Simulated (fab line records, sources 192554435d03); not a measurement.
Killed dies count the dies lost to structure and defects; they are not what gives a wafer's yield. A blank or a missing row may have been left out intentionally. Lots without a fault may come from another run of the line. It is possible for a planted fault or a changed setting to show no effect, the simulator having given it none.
Chamber matching	flow n5-finfet	N5_GATE_CUT_CMP_61 on cmp-04 has 4 sister chambers
The step polishes, stops on SiNx, t overpolish 3 s. 4 wafers are shown with their chamber, then 8 later ones without.

== WAFERS, EACH WITH ITS CHAMBER ==
wafer	chamber	motor-current-A (A)
L077.6	1	12.0
L081.4	3	12.1
L090.2	0	11.4
L091.2	2	13.3

== WAFERS WITH NO CHAMBER GIVEN ==
wafer	motor-current-A (A)
L091.3	10.3
L091.6	11.0
L092.2	10.7
L092.3	13.1
L092.4	11.7
L096.1	10.9
L096.3	12.1
L096.4	12.2

== CHAMBER TAKEN BY EACH ==
wafer	from the rows above	in truth
L091.3	can't be placed: 0 or 1 or 3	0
L091.6	can't be placed: 0 or 1 or 3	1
L092.2	can't be placed: 0 or 1 or 3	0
L092.3	can't be placed: 2 or 3 or 1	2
L092.4	can't be placed: 0 or 1 or 3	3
L096.1	can't be placed: 0 or 1 or 3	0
L096.3	can't be placed: 3 or 1 or 0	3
L096.4	can't be placed: 3 or 1 or 0 or 2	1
Correctly placed: 0 of 8. Can't be placed from these rows: 8 (the true chamber is among the candidates in 8). 0 placed wrongly.
How it was worked out, from the rows above alone: a wafer's distance from a chamber is the root of the sum, over the readings, of the square of ((its reading less the chamber's mean) divided by the reading's scatter). The wafer belongs to the nearest chamber; if the next one is less than 2 further off, it can't be placed. A chamber's mean is the mean of its shown wafers. The scatter: root of mean squared gap, hidden wafer to nearest shown wafer, with one shown wafer a chamber.
